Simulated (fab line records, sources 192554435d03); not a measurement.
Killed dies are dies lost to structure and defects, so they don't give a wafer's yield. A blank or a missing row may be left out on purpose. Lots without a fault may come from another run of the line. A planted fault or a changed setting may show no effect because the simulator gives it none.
Chamber matching | flow n5_finfet | N5_BEOL_M1_STRIP_19 on rie_diel-02: 4 sister chambers
The step strips in O2. 14 wafers are shown with their chamber, then 7 later ones without.

WAFERS WITH THEIR CHAMBER
wafer  | chamber | drypump_motor_current_A (A) | showerhead_plenum_p_Torr (Torr) | throttle_valve_pct (%)
L074.1 | 2       | 6.1                         | 2.14                            | 16.66
L074.4 | 1       | 6.4                         | 2.25                            | 16.50
L074.6 | 2       | 6.1                         | 2.14                            | 16.65
L075.1 | 2       | 6.1                         | 2.14                            | 16.68
L075.4 | 1       | 6.4                         | 2.25                            | 16.54
L075.5 | 2       | 6.1                         | 2.14                            | 16.66
L080.2 | 2       | 6.1                         | 2.14                            | 16.69
L080.3 | 0       | 5.7                         | 2.13                            | 16.33
L080.6 | 1       | 6.4                         | 2.24                            | 16.54
L083.1 | 1       | 6.4                         | 2.24                            | 16.54
L083.4 | 0       | 5.8                         | 2.12                            | 16.34
L083.6 | 2       | 6.1                         | 2.13                            | 16.70
L086.1 | 3       | 4.7                         | 2.03                            | 16.33
L086.4 | 2       | 6.1                         | 2.13                            | 16.71

SIGNATURES (means of the wafers above)
reading                  | chamber 0 | chamber 1 | chamber 2 | chamber 3 | scatter within a chamber
drypump_motor_current_A  | 5.750     | 6.400     | 6.100     | 4.700     | 0.0224
showerhead_plenum_p_Torr | 2.1250    | 2.2450    | 2.1371    | 2.0300    | 0.00541
throttle_valve_pct       | 16.3350   | 16.5300   | 16.6786   | 16.3300   | 0.0208
Rule: a wafer's distance from a chamber is the root of the sum, over the readings, of the square of ((its reading less the chamber's mean) divided by the reading's scatter). The wafer belongs to the nearest chamber; if the next one is less than 2 further off, it can't be placed. The scatter: the root of (the sum of the squares of (reading less its chamber's mean) over the shown wafers, divided by (wafers less chambers)).

WAFERS WITHOUT THEIR CHAMBER
wafer  | drypump_motor_current_A (A) | showerhead_plenum_p_Torr (Torr) | throttle_valve_pct (%)
L086.5 | 4.7                         | 2.03                            | 16.33
L094.2 | 4.7                         | 2.02                            | 16.36
L094.4 | 6.1                         | 2.13                            | 16.75
L094.5 | 6.4                         | 2.23                            | 16.58
L095.1 | 4.8                         | 2.02                            | 16.36
L095.3 | 6.4                         | 2.23                            | 16.59
L095.6 | 5.7                         | 2.12                            | 16.38

WHICH CHAMBER EACH WENT THROUGH
wafer  | from the rows above | in truth
L086.5 | 3                   | 3
L094.2 | 3                   | 3
L094.4 | 2                   | 2
L094.5 | 1                   | 1
L095.1 | 3                   | 3
L095.3 | 1                   | 1
L095.6 | 0                   | 0
Placed correctly: 7 of 7. Can't be placed from these rows: 0. Placed wrongly: 0.
